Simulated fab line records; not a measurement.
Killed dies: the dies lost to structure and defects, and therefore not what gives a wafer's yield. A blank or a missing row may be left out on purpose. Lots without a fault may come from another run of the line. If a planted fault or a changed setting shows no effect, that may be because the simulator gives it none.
fab line records -- flow n5_finfet
record: lots: 10, wafers: 30, last_day: 17
route steps=1938 shown HKMG_FIN@456 GATE_CUT@465 BEOL_M4@1111 PASSIVATION@1936
lots untouched by any fault: they come from a run of this same line in which no faults occurred
start_h: the number of hours between the record's first day and the start of the first shown wafer of the lot -- wait_h: time in hours since the lot's previous step -- " repeats the value in the row above -- L1.1+2: a single row standing in for several wafers -- - no value, or no start was given -- * or withheld: withheld -- < > ~ a bound
route shown NAME@n: a module of which the file shows steps, and the number in the route of the first -- usual: average and standard deviation across the fault-free wafers -- same: alike in all rows -- chamber/n: place in a boat -- sites: each site's reading -- _std_site: standard deviation of those values -- _edge_site: mean of outer sites minus mean of inner sites -- radius_mm: for every site, how far away it sits from the centre of the wafer -- mask NAME#n: copy n -- behind: the most recent tool/chamber to have shaped the wafer -- hold: the reason the lot was held/the length of the hold in hours/how it ended -- device: the transistor (n, p or np) that didn't switch -- end of line: tests run on the same wafers once the route is complete -- where a step has no rows: the recipe by itself -- killed: the dies lost at the first sort to structure and to defects; this is not the yield of the wafer -- map: dies across one wafer; x = killed, . = not, _ = none there
set.NAME: the setting that was run; set.NAME@STEP: the one run at that earlier step -- model.NAME: the simulator's own value behind a step, which no gauge read
the route's steps for a sample of lots (tables are steps, rows are wafers)
services: when a tool's chamber went out of use (start_h, in hours from the record's first day, below 0 if earlier), for how many hours, and the reason
== steps ==
step: N5_HKMG_FIN_ALD_21
recipe: material: TiN, target_thk_a: 15, temp_c: 400, ald_precursor_family: TiCl4, ald_co_reactant: NH3, pulse_time_s: 1, purge_time_s: 3, co_reactant_purge_time_s: 2, co_reactant_pulse_time_s: 2, ald_cycles: 68, pressure_torr: 3
usual: ald_cycles: 68/0, chamber_pressure_Torr: 2.999/0.0067, co_reactant_pulse_time_s: 2/0, heater_power_w: 912/93, precursor_pulse_height_rel: 1.002/0.02
lot.wafer,tool,chamber,start_h,wait_h,ald_cycles,chamber_pressure_Torr,co_reactant_pulse_time_s,heater_power_w,precursor_pulse_height_rel
L605.1,ald_metal-01,0,95.15,0.3,68,3.002,2,822,1.036
L605.2,ald_metal-01,2,95.15,0.3,68,2.995,2,1124,1.030
L605.4,ald_metal-01,3,95.15,0.3,68,2.996,2,916,1.003
L608.1,ald_metal-01,2,117.07,0.3,68,3.003,2,1087,0.971
L608.2,ald_metal-01,0,117.07,0.3,68,3.003,2,817,1.023
L608.3,ald_metal-01,3,117.07,0.3,68,2.999,2,918,0.982
L611.2,ald_metal-04,3,129.45,0.3,-,-,-,-,-
L611.5,ald_metal-04,2,129.45,0.3,-,-,-,-,-
L611.6,ald_metal-04,1,129.45,0.3,-,-,-,-,-
L612.1,ald_metal-01,3,135.64,0.3,-,-,-,-,-
L612.3,ald_metal-01,1,135.64,0.3,-,-,-,-,-
L612.5,ald_metal-01,2,135.64,0.3,-,-,-,-,-
L617.1,ald_metal-04,0,165.76,0.3,68,2.995,2,864,1.006
L617.3,ald_metal-04,3,165.76,0.3,68,2.996,2,770,1.041
L617.4,ald_metal-04,1,165.76,0.3,68,3.000,2,1065,0.975
L618.1,ald_metal-01,3,171.37,0.3,68,2.996,2,933,1.036
L618.3,ald_metal-01,0,171.37,0.3,68,2.989,2,809,0.978
L618.6,ald_metal-01,0,171.37,0.3,68,2.994,2,818,1.022
L620.1,ald_metal-04,0,180.47,0.3,68,2.999,2,860,0.981
L620.5,ald_metal-04,1,180.47,0.3,68,2.998,2,1068,1.010
L620.6,ald_metal-04,3,180.47,0.3,68,3.000,2,759,1.026
L621.1,ald_metal-04,3,190.59,0.3,68,3.002,2,749,0.971
L621.2,ald_metal-04,0,190.59,0.3,68,2.996,2,856,1.011
L621.3,ald_metal-04,1,190.59,0.3,68,2.991,2,1038,1.050
L624.1,ald_metal-01,0,203.79,0.3,68,3.004,2,808,1.022
L624.4,ald_metal-01,1,203.79,0.3,68,3.003,2,958,0.997
L624.6,ald_metal-01,1,203.79,0.3,68,3.001,2,951,0.959
L626.3,ald_metal-01,0,217.30,0.1,68,3.002,2,805,1.000
L626.4,ald_metal-01,2,217.30,0.1,68,3.010,2,1107,1.014
L626.5,ald_metal-01,1,217.30,0.1,68,3.009,2,956,0.979
step: N5_HKMG_FIN_CMP_23
recipe: stop_on: SiNx, t_overpolish_s: 10, post_cmp_clean: rinse_only, down_force_psi: 4, platen_rpm: 50.289, pad_velocity_m_s: 1.0006, target_thk_nm: 46.326
usual: motor_current_A: 11.8/1.4
lot.wafer,tool,chamber,start_h,wait_h,motor_current_A
L605.4,cmp-03,2,95.68,0.0,12.8
L605.2,cmp-03,0,95.68,0.0,11.1
L605.1,cmp-03,1,95.68,0.0,10.6
L608.2,cmp-03,3,117.60,0.0,12.9
L608.3,cmp-03,0,117.60,0.0,10.7
L608.1,cmp-03,2,117.60,0.0,13.5
L611.2,cmp-04,2,130.00,0.0,13.9
L611.5,cmp-04,2,130.00,0.0,13.9
L611.6,cmp-04,3,130.00,0.0,11.9
L612.3,cmp-04,2,136.17,0.0,14.4
L612.1,cmp-04,1,136.17,0.0,10.0
L612.5,cmp-04,2,136.17,0.0,14.2
L617.3,cmp-04,0,166.37,0.1,10.8
L617.1,cmp-04,1,166.37,0.1,10.3
L617.4,cmp-04,2,166.37,0.1,14.5
L618.1,cmp-03,3,172.07,0.2,13.0
L618.3,cmp-03,0,172.07,0.2,10.5
L618.6,cmp-03,1,172.07,0.2,10.9
L620.1,cmp-01,3,181.01,0.0,9.6
L620.5,cmp-01,3,181.01,0.0,10.4
L620.6,cmp-01,0,181.01,0.0,14.5
L621.1,cmp-04,0,191.12,0.0,11.0
L621.2,cmp-04,1,191.12,0.0,10.3
L621.3,cmp-04,3,191.12,0.0,11.5
L624.4,cmp-04,0,204.32,0.0,11.6
L624.1,cmp-04,1,204.32,0.0,10.0
L624.6,cmp-04,0,204.32,0.0,11.6
L626.3,cmp-01,2,217.91,0.1,13.7
L626.4,cmp-01,0,217.91,0.1,14.4
L626.5,cmp-01,2,217.91,0.1,13.8
step: N5_GATE_CUT_ETCHBACK_00
recipe: chemistry: SF6/Cl2, target: W, pressure_mtorr: 8, icp_w: 900, bias_w: 80, SF6_flow_sccm: 40, Cl2_flow_sccm: 60
usual: bias_w: 79.99/0.25, drypump_motor_current_A: 5.48/0.19, oes_product_au: 0.75/0.11, throttle_valve_pct: 27.56/0.17
lot.wafer,tool,chamber,start_h,wait_h,bias_w,drypump_motor_current_A,oes_product_au,rf_hours_counter_h,throttle_valve_pct
L605.1,rie_metal-03,1,96.43,0.0,79.59,5.41,0.59,134,27.47
L605.2,rie_metal-03,0,96.43,0.0,79.95,5.37,0.74,57,27.76
L605.4,rie_metal-03,1,96.43,0.0,79.90,5.43,0.60,-,27.48
L608.1,rie_metal-01,1,118.35,0.0,79.92,5.41,0.71,69,27.55
L608.2,rie_metal-01,0,118.35,0.0,79.96,5.44,0.87,18,27.66
L608.3,rie_metal-01,0,118.35,0.0,79.93,5.41,0.86,-,27.65
L617.1,rie_metal-02,1,167.04,0.0,79.88,5.76,0.83,28,27.64
L617.3,rie_metal-02,0,167.04,0.0,79.76,5.28,0.61,-,27.24
L617.4,rie_metal-02,1,167.04,0.0,79.64,5.79,0.84,-,27.63
L618.1,rie_metal-02,0,172.65,0.0,80.08,5.29,0.61,134,27.24
L618.3,rie_metal-02,1,172.65,0.0,80.10,5.78,0.83,-,27.63
L618.6,rie_metal-02,0,172.65,0.0,79.81,5.31,0.61,-,27.25
L620.1,rie_metal-01,1,181.76,0.0,79.72,5.39,0.70,76,27.58
L620.5,rie_metal-01,0,181.76,0.0,79.63,5.40,0.85,-,27.67
L620.6,rie_metal-01,1,181.76,0.0,79.60,5.40,0.71,-,27.57
L621.1,rie_metal-01,0,191.87,0.0,80.18,5.42,0.84,26,27.67
L621.2,rie_metal-01,1,191.87,0.0,80.24,5.41,0.70,77,27.57
L621.3,rie_metal-01,0,191.87,0.0,80.03,5.42,0.84,-,27.66
L624.1,rie_metal-02,1,205.06,0.0,79.57,5.77,0.82,31,27.64
L624.4,rie_metal-02,1,205.06,0.0,80.07,5.82,0.82,-,27.64
L624.6,rie_metal-02,1,205.06,0.0,79.76,5.79,0.82,-,27.64
L626.3,rie_metal-03,1,218.62,0.1,80.08,5.46,0.94,-,27.43
L626.4,rie_metal-03,0,218.62,0.1,80.19,5.36,0.70,-,27.79
L626.5,rie_metal-03,1,218.62,0.1,80.36,5.41,0.93,-,27.43
step: N5_GATE_CUT_ETCH_56
recipe: chemistry: Cl2/Ar, target: TiN, target_depth_a: 216, pressure_mtorr: 10, icp_w: 600, bias_w: 60, Cl2_flow_sccm: 40, Ar_flow_sccm: 60
usual: bias_w: 59.99/0.19, drypump_motor_current_A: 5.48/0.18, oes_product_au: 0.75/0.11, throttle_valve_pct: 20.91/0.13
lot.wafer,tool,chamber,start_h,wait_h,bias_w,drypump_motor_current_A,oes_product_au,rf_hours_counter_h,throttle_valve_pct
L605.1,rie_metal-03,1,96.55,0.1,59.85,5.40,0.60,134,20.88
L605.2,rie_metal-03,0,96.55,0.1,59.96,5.37,0.73,57,21.06
L605.4,rie_metal-03,1,96.55,0.1,59.99,5.41,0.60,-,20.89
L608.1,rie_metal-01,1,118.47,0.1,59.77,5.42,0.72,70,20.85
L608.2,rie_metal-01,0,118.47,0.1,59.94,5.42,0.86,18,20.94
L608.3,rie_metal-01,0,118.47,0.1,60.11,5.44,0.86,-,20.93
L617.1,rie_metal-02,1,167.16,0.1,60.18,5.78,0.82,28,21.02
L617.3,rie_metal-02,0,167.16,0.1,59.95,5.30,0.61,-,20.74
L617.4,rie_metal-02,1,167.16,0.1,60.22,5.84,0.82,-,21.04
L618.1,rie_metal-02,0,172.77,0.1,60.02,5.29,0.62,134,20.74
L618.3,rie_metal-02,1,172.77,0.1,59.67,5.79,0.83,-,21.00
L618.6,rie_metal-02,0,172.77,0.1,60.05,5.30,0.61,-,20.75
L620.1,rie_metal-01,1,181.88,0.1,60.12,5.40,0.70,76,20.84
L620.5,rie_metal-01,0,181.88,0.1,60.01,5.39,0.83,-,20.96
L620.6,rie_metal-01,1,181.88,0.1,59.99,5.40,0.70,-,20.86
L621.1,rie_metal-01,0,191.99,0.1,59.94,5.42,0.84,26,20.96
L621.2,rie_metal-01,1,191.99,0.1,60.07,5.43,0.70,77,20.87
L621.3,rie_metal-01,0,191.99,0.1,60.05,5.42,0.84,-,20.96
L624.1,rie_metal-02,1,205.30,0.2,59.97,5.78,0.82,32,21.02
L624.4,rie_metal-02,1,205.30,0.2,60.16,5.75,0.82,-,21.01
L624.6,rie_metal-02,1,205.30,0.2,59.98,5.78,0.82,-,21.02
L626.3,rie_metal-03,1,218.73,0.1,59.80,5.42,0.93,-,20.68
L626.4,rie_metal-03,0,218.73,0.1,59.51,5.35,0.70,-,21.09
L626.5,rie_metal-03,1,218.73,0.1,60.23,5.41,0.94,-,20.64
step: N5_BEOL_M4_RC_MEAS_101
usual: DIBL_N: 36.4/1.5, DIBL_P: 36.6/1.9, IOFF_N: 0.155/0.021, IOFF_P: 0.211/0.028, ION_N: 671/8.6, ION_P: 462/5.8, SS_N: 71.5/0.5, SS_P: 73.4/0.58, VT_N: 250.1/2.4, VT_P: -250.1/3
lot.wafer,tool,chamber,start_h,wait_h,DIBL_N[mV/V],DIBL_P[mV/V],IOFF_N[nA/um],IOFF_P[nA/um],ION_N[uA/um],ION_P[uA/um],SS_N[mV/dec],SS_P[mV/dec],VT_N[mV],VT_P[mV]
L605.1,prober-01,0,178.75,0.0,36.4,37.3,0.155,0.241,671,472,71.1,73.9,248.2,-247.0
L605.2,prober-01,0,178.75,0.0,36.8,37.6,0.159,0.256,664,466,70.7,73.5,248.4,-247.3
L605.4,prober-01,0,178.75,0.0,36.8,38.0,0.158,0.251,675,469,71.4,74.1,250.2,-246.1
L608.1,prober-01,0,190.62,0.0,34.9,34.8,0.137,0.224,657,464,70.6,72.8,254.1,-246.3
L608.2,prober-01,0,190.62,0.0,34.0,33.9,0.129,0.204,661,463,70.9,72.6,256.0,-251.0
L608.3,prober-01,0,190.62,0.0,33.9,33.5,0.126,0.202,660,466,71.0,72.7,249.6,-251.1
L617.1,prober-02,0,244.49,0.0,36.9,36.7,0.175,0.236,675,459,70.7,73.8,246.6,-248.5
L617.3,prober-02,0,244.49,0.0,36.0,35.0,0.158,0.202,670,460,71.4,73.5,248.5,-249.7
L617.4,prober-02,0,244.49,0.0,34.8,33.6,0.136,0.183,655,455,71.3,72.8,252.5,-252.3
L618.1,prober-02,0,253.13,0.0,36.7,36.3,0.153,0.211,667,461,71.8,73.5,250.2,-251.3
L618.3,prober-02,0,253.13,0.0,37.1,36.5,0.157,0.212,678,467,71.4,73.0,248.7,-250.3
L618.6,prober-02,0,253.13,0.0,37.5,38.4,0.169,0.252,690,474,71.5,74.4,245.7,-248.6
L620.1,prober-01,0,268.67,0.0,37.4,37.4,0.165,0.216,673,456,72.4,73.7,249.8,-250.1
L620.5,prober-01,0,268.67,0.0,37.3,37.3,0.157,0.215,661,459,72.3,73.1,250.2,-250.8
L620.6,prober-01,0,268.67,0.0,37.6,37.9,0.167,0.225,669,466,71.7,73.4,250.1,-247.8
L621.1,prober-02,0,277.96,0.0,36.0,38.0,0.171,0.222,670,463,71.5,73.3,250.0,-248.7
L621.2,prober-02,0,277.96,0.0,34.9,37.0,0.152,0.204,670,466,71.0,72.7,250.4,-249.4
L621.3,prober-02,0,277.96,0.0,35.9,38.0,0.169,0.232,677,467,71.0,73.0,249.7,-247.9
L624.1,prober-01,0,303.81,0.0,39.8,41.7,0.233,0.282,702,480,72.2,74.6,243.9,-246.3
L624.4,prober-01,0,303.81,0.0,39.0,41.0,0.208,0.272,686,467,72.0,74.7,247.7,-247.1
L624.6,prober-01,0,303.81,0.0,38.5,39.3,0.171,0.232,672,463,71.9,73.8,251.6,-249.3
L626.3,prober-02,0,308.56,0.3,37.5,37.3,0.160,0.168,675,452,72.1,73.6,248.8,-257.4
L626.4,prober-02,0,308.56,0.3,36.8,37.3,0.155,0.173,675,458,70.9,73.6,248.2,-256.5
L626.5,prober-02,0,308.56,0.3,38.2,38.1,0.175,0.183,691,461,71.8,73.1,247.3,-256.1
step: N5_PASSIVATION_PROBE_49
usual: defect_limited_yield: 91.5/1.4, killed_at_M0_to_M3: 33/10, killed_at_M4_up: 13/5, killed_at_contacts: 13/5.6, killed_at_front_end: 38/12, killed_at_other: 3.9/2.7, killed_dies: 100/16, killed_on_rim: 13/4, killed_open: 66/13, killed_short: 32/7.2, sort_bin_5_function: 5.0/0.97, sort_bin_6_memory: 3.2/0.61, sort_n_pass: 1080/16, sort_yield_pct: 91.5/1.4
same: gross_dies: 1180, killed_at_back_side: 0, sort_bin_4_leakage[%]: 0, sort_bin_8_speed[%]: 0
lot.wafer,tool,chamber,start_h,wait_h,defect_limited_yield[%],killed_at_M0_to_M3,killed_at_M4_up,killed_at_contacts,killed_at_front_end,killed_at_other,killed_dies,killed_on_rim,killed_open,killed_short,sort_bin_5_function[%],sort_bin_6_memory[%],sort_n_pass,sort_yield_pct[%]
L611.2,prober-01,-,314.39,0.4,0,30,7,16,1122,5,1180,152,62,37,95.8,3.7,0,0
L611.5,prober-01,-,314.54,0.5,0,30,11,15,1122,2,1180,152,65,35,96.7,2.9,0,0
L611.6,prober-01,-,314.59,0.6,0,30,15,11,1120,4,1180,152,64,33,97.2,2.7,0,0
L612.1,prober-01,-,329.83,0.0,0,32,17,15,1114,2,1180,152,94,33,95.5,4.2,0,0
L612.3,prober-01,-,329.93,0.1,0,40,17,13,1108,2,1180,152,96,28,96.4,3.4,0,0
L612.5,prober-01,-,330.03,0.2,0,16,25,16,1122,1,1180,152,77,25,95.9,3.9,0,0
killed by level:class
L611.2 HKMG_FIN:area_ald=1078 STI_FIN_REVEAL:geometric_particle:open=15 MOL_CONTACT_COAG:geometric_particle:open=12 FIN_SAQP:geometric_particle:open=11 BEOL_M0_SAQP:geometric_particle:short=10 FIN_SAQP:geometric_particle:short=8 BEOL_M0_SAQP:geometric_particle:open=6 STI_FIN_REVEAL:geometric_particle:short=4
L611.5 HKMG_FIN:area_ald=1075 STI_FIN_REVEAL:geometric_particle:open=22 MOL_CONTACT_COAG:geometric_particle:open=11 BEOL_M1:geometric_particle:open=8 FIN_SAQP:geometric_particle:short=6 BEOL_M2:geometric_particle:short=5 STI_FIN_REVEAL:geometric_particle:short=4 MOL_CONTACT_COAG:geometric_particle:short=4
L611.6 HKMG_FIN:area_ald=1081 MOL_CONTACT_COAG:geometric_particle:open=10 STI_FIN_REVEAL:geometric_particle:open=9 GATE_CUT:geometric_particle:short=9 BEOL_M4:geometric_particle:open=9 BEOL_M0:geometric_particle:open=6 FIN_SAQP:geometric_particle:open=5 BEOL_M0_SAQP:geometric_particle:short=5
L612.1 HKMG_FIN:area_ald=1053 STI_FIN_REVEAL:geometric_particle:open=35 MOL_CONTACT_COAG:geometric_particle:open=14 BEOL_M0_SAQP:geometric_particle:open=12 STI_FIN_REVEAL:geometric_particle:short=9 BEOL_M3:geometric_particle:open=5 FIN_SAQP:geometric_particle:short=4 GATE_CUT:geometric_particle:short=4
L612.3 HKMG_FIN:area_ald=1056 STI_FIN_REVEAL:geometric_particle:open=19 MOL_CONTACT_COAG:geometric_particle:open=13 BEOL_M0_SAQP:geometric_particle:open=10 BEOL_M1:geometric_particle:open=8 BEOL_M3:geometric_particle:open=8 BEOL_M5:geometric_particle:open=8 BEOL_M0_SAQP:geometric_particle:short=7
L612.5 HKMG_FIN:area_ald=1078 STI_FIN_REVEAL:geometric_particle:open=14 MOL_CONTACT_COAG:geometric_particle:open=14 BEOL_M5:geometric_particle:open=8 GATE_CUT:geometric_particle:open=7 BEOL_M6:geometric_particle:open=6 FIN_SAQP:geometric_particle:open=4 GATE_CUT:geometric_particle:short=4
== services ==
tool,chamber,start_h,hours,kind
cmp-03,-,78.90,0.4,repair
cmp-03,-,80.51,8.9,pm
cmp-03,-,98.57,2.3,repair
cmp-04,-,103.67,1.1,repair
rie_metal-01,-,110.84,0.2,repair
cmp-04,-,111.69,1.2,repair
cmp-01,-,113.35,4.6,pm
ald_metal-01,0,125.60,34.5,repair
cmp-01,-,128.92,2.1,repair
rie_metal-02,-,133.58,2.8,pm
rie_metal-03,1,147.43,-,clean
rie_metal-03,1,147.43,15.2,scheduled_down
cmp-01,-,153.57,2.0,repair
ald_metal-01,3,157.51,3.4,repair
ald_metal-04,2,180.37,35.2,repair
cmp-03,-,183.79,20.6,pm
ald_metal-01,3,188.50,7.2,repair
rie_metal-02,0,192.93,-,clean
rie_metal-02,0,192.93,18.3,scheduled_down
rie_metal-02,0,192.93,18.3,vent_cycle
rie_metal-03,-,198.00,1.4,pm
cmp-03,-,204.75,0.8,repair
cmp-01,-,213.82,4.0,pm
cmp-04,-,217.47,0.5,repair
== key ==
first_sign: step: N5_HKMG_FIN_ALD_21, reading: tool_record, direction: missing
effect: step: N5_PASSIVATION_PROBE_49, reading: sort_bin_5_function, direction: up, sigmas: 94, usual: 5.0, struck: 96.3
more_kills_born_at: N5_HKMG_FIN_ALD_21@ald_metal-04: 3234, N5_HKMG_FIN_ALD_21@ald_metal-01: 3187
met_at N5_HKMG_FIN_ALD_21
struck_lots L611,L612
later_rows_left_out L611.2,L611.5,L611.6,L612.1,L612.3,L612.5
not_acting_at N5_HKMG_FIN_CMP_23,N5_GATE_CUT_ETCHBACK_00,N5_GATE_CUT_ETCH_56
onset_between 117.07 129.45
fault: kind: skipped_step_whole, tool: ald_metal-01,ald_metal-04, chamber: -, onset_h: 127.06, steps: N5_HKMG_FIN_ALD_21, scope: struck_lots_only
later_rows_left_out: the simulator's readings of these wafers behind a module that went badly wrong aren't trusted and aren't shown, but for the sort
